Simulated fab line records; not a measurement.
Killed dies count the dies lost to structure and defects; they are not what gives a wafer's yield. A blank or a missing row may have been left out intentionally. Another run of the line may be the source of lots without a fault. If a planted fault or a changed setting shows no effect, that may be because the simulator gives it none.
Matching of chambers	flow nand-harc	NHARC_A_ZERO_WELL_ETCH_19 on rie-diel-12 has 4 sister chambers
The step etches the open film in N2/H2, target depth 80 nm, overetch 24 nm, time 87.88 s. 18 wafers are shown with their chamber, then 9 later ones without.

EACH WAFER AND ITS CHAMBER
wafer	chamber	showerhead-plenum-p-Torr (Torr)	drypump-motor-current-A (A)	rf-vpp-V (V)
L124.3	1	2.08	5.3	431.7
L124.4	0	2.17	5.1	433.5
L124.5	3	2.11	5.0	432.7
L126.3	3	2.11	5.0	433.0
L126.4	1	2.08	5.3	430.5
L126.5	2	1.96	6.4	428.1
L134.1	3	2.11	5.0	433.3
L134.2	1	2.07	5.3	431.7
L134.3	2	1.96	6.3	428.4
L142.1	1	2.07	5.3	431.2
L142.3	0	2.17	5.1	433.8
L142.4	2	1.96	6.4	428.3
L143.2	0	2.17	5.1	434.3
L143.4	2	1.96	6.4	427.6
L143.5	3	2.11	5.0	432.0
L144.1	3	2.11	5.0	432.6
L144.3	2	1.96	6.4	428.1
L144.4	0	2.17	5.1	434.6

SIGNATURES (averages over the wafers above)
reading	chamber 0	chamber 1	chamber 2	chamber 3	scatter within a chamber
showerhead-plenum-p-Torr	2.1700	2.0750	1.9600	2.1100	0.00267
drypump-motor-current-A	5.100	5.300	6.380	5.000	0.0239
rf-vpp-V	434.050	431.275	428.100	432.720	0.465
Rule: a wafer lies at a distance from a chamber equal to the root of the sum of squares, over the readings, of (its reading less the chamber's mean, divided by the reading's scatter). If the next closest chamber is less than 2 further off than the closest, the wafer can't be placed; otherwise it belongs to the closest. The scatter is the square root of a quotient: the sum, over the shown wafers, of each reading's squared deviation from its chamber's mean, divided by wafers minus chambers.

WAFERS MISSING THEIR CHAMBER
wafer	showerhead-plenum-p-Torr (Torr)	drypump-motor-current-A (A)	rf-vpp-V (V)
L145.1	2.11	5.0	433.0
L145.3	2.17	5.1	435.1
L145.5	2.17	5.1	434.4
L146.1	1.96	6.4	429.4
L146.3	2.07	5.3	431.2
L146.4	2.17	5.1	433.9
L147.3	2.17	5.1	432.6
L147.4	2.11	5.0	431.2
L147.6	2.07	5.3	433.1

WHICH CHAMBER EACH ONE RAN IN
wafer	from the rows above	in truth
L145.1	3	3
L145.3	0	0
L145.5	0	0
L146.1	2	2
L146.3	1	1
L146.4	0	0
L147.3	0	0
L147.4	3	3
L147.6	1	1
Correctly placed: 9 of 9. Not placeable from these rows: 0. Number placed wrongly: 0.
